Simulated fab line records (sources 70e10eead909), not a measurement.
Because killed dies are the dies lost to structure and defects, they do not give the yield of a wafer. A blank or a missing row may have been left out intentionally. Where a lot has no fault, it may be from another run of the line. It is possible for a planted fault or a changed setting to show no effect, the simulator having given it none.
Comparing a struck lot with a sound one || flow nandHarc || 12 steps out of a route of 1159
Sound: the wafers L436.1, L436.2, L436.6. Struck: wafers L456.2, L456.4, L456.5. At the end, the cause is stated.
Each step with rows lists, per side, the tool, then ch with its chambers, then its first start. Under that, the readings that differ: sound wafers || struck wafers || difference of the means || sigmas: that difference in standard deviations of wafers without a fault.
alike: readings with means less than 2 such deviations apart, plus words and numbers identical on both sides. not compared: withheld readings, readings lacking a value on some wafer, bounds such as >300 that could conceal the same value, and numbers that have no deviation in the record and whose values overlap.
A row with sigmas, a row that says differs or no value, or rows on one side alone: a step with any of these is where the two part. Numbers that don't overlap but have no deviation are shown without sigmas and don't part them. Lack of a reading on every wafer of one side parts them only where that side has two or more wafers.

NHARC_A_SOURCE_PLATE_INSPECT_08:
  sound: defectInspect-01 at day 7 17:49; struck: defectInspect-02 at day 12 12:28
  alike: rawDefectCount
next comes 1 step that has no rows for these wafers: NHARC_A_ONON_D1_DEP_00 (target thickness 1000 nm).
NHARC_A_ONON_D1_THK_MEAS_02: measures by ellipsometry.
  sound: filmMetro-01 at day 7 18:24; struck: filmMetro-01 at day 12 13:02
{"reading": "thkNm (nm)", "sound": "987 987 987", "struck": "1005 1006 1005", "difference": "+18", "sigmas": "+2"}
next comes 1 step that has no rows for these wafers: NHARC_A_ONON_D1_DEP_03 (target thickness 1000 nm).
NHARC_A_ONON_D1_THK_MEAS_05: measures by ellipsometry.
  sound: filmMetro-01 at day 7 18:58; struck: filmMetro-01 at day 12 13:35
  alike: thkNm
next comes 1 step that has no rows for these wafers: NHARC_A_ONON_D1_DEP_06 (target thickness 1000 nm).
NHARC_A_ONON_D1_THK_MEAS_08: measures by ellipsometry.
  sound: filmMetro-01 at day 7 19:32; struck: filmMetro-02 at day 12 14:10
  alike: thkNm
next comes 1 step that has no rows for these wafers: NHARC_A_ONON_D1_DEP_09 (target thickness 1000 nm).
NHARC_A_ONON_D1_THK_MEAS_11: measures by ellipsometry.
  sound: filmMetro-01 at day 7 20:06; struck: filmMetro-01 at day 12 14:44
  alike: thkNm
next comes 1 step that has no rows for these wafers: NHARC_A_ONON_D1_DEP_12 (target thickness 1000 nm).
NHARC_A_ONON_D1_THK_MEAS_14: measures by ellipsometry.
  sound: filmMetro-01 at day 7 20:41; struck: filmMetro-02 at day 12 15:18
  alike: thkNm
NHARC_A_ONON_D1_ANNEAL_15: time 3600 s.
  sound on furnace-02 ch 0, day 8 00:20; struck on furnace-06, day 12 19:19
  no value came back on the struck wafers for runLengthS (s), spikeTcBottomC (C), tube_center_temp_C_max; on the sound wafers runLengthS (s) reads 3637 3637 3637

== WHERE THEY PART ==
First at NHARC_A_ONON_D1_THK_MEAS_02; last, within this record, at NHARC_A_ONON_D1_ANNEAL_15.

WHY: what had been put in by the simulator
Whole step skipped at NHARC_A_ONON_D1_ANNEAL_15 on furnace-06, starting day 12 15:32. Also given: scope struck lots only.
